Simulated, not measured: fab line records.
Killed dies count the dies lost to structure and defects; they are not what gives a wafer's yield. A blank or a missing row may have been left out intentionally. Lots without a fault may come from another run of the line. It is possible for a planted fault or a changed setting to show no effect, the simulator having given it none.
Chamber matching -- flow nandHarc -- rieSi-05 running NHARC_A_ZERO_WELL_ETCH_13: 4 sister chambers
The step etches the open film in HBr/Cl2, target depth 120 nm, time 40.1 s. 8 wafers are shown with their chamber, then 8 later ones without.

== WAFERS WITH THEIR CHAMBER ==
wafer,chamber,oesProductAu (a.u.),throttleValvePct (%)
L082.5,3,0.987,26.402
L085.1,2,0.991,26.416
L085.5,0,1.009,26.403
L085.6,3,0.985,26.421
L087.1,1,0.988,26.422
L087.3,2,1.009,26.409
L087.5,1,0.990,26.418
L090.2,0,1.007,26.412

== WAFERS WITH NO CHAMBER GIVEN ==
wafer,oesProductAu (a.u.),throttleValvePct (%)
L090.4,0.988,26.404
L090.6,0.980,26.409
L094.3,0.978,26.409
L094.4,0.995,26.418
L094.6,0.987,26.408
L097.1,0.977,26.395
L097.2,1.005,26.428
L097.6,1.006,26.411

== WHICH CHAMBER EACH WENT THROUGH ==
wafer,from the rows above,in truth
L090.4,can't be placed: 3 or 1 or 2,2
L090.6,can't be placed: 3 or 1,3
L094.3,can't be placed: 3 or 1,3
L094.4,can't be placed: 1 or 2 or 3 or 0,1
L094.6,can't be placed: 3 or 1 or 2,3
L097.1,can't be placed: 3 or 1 or 2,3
L097.2,can't be placed: 2 or 0 or 1 or 3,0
L097.6,can't be placed: 0 or 2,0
0 of 8 placed correctly. Not placeable from these rows: 8 (in 8, the candidates include the true chamber). Number placed wrongly: 0.
How it was worked out, from the rows above alone: a wafer's distance from a chamber is the root of the sum, over the readings, of the square of ((its reading less the chamber's mean) divided by the reading's scatter). The wafer belongs to the nearest chamber; if the next one is less than 2 further off, it can't be placed. A chamber's mean is the mean of its shown wafers. The scatter: the root of (the sum of the squares of (reading less its chamber's mean) over the shown wafers, divided by (wafers less chambers)).
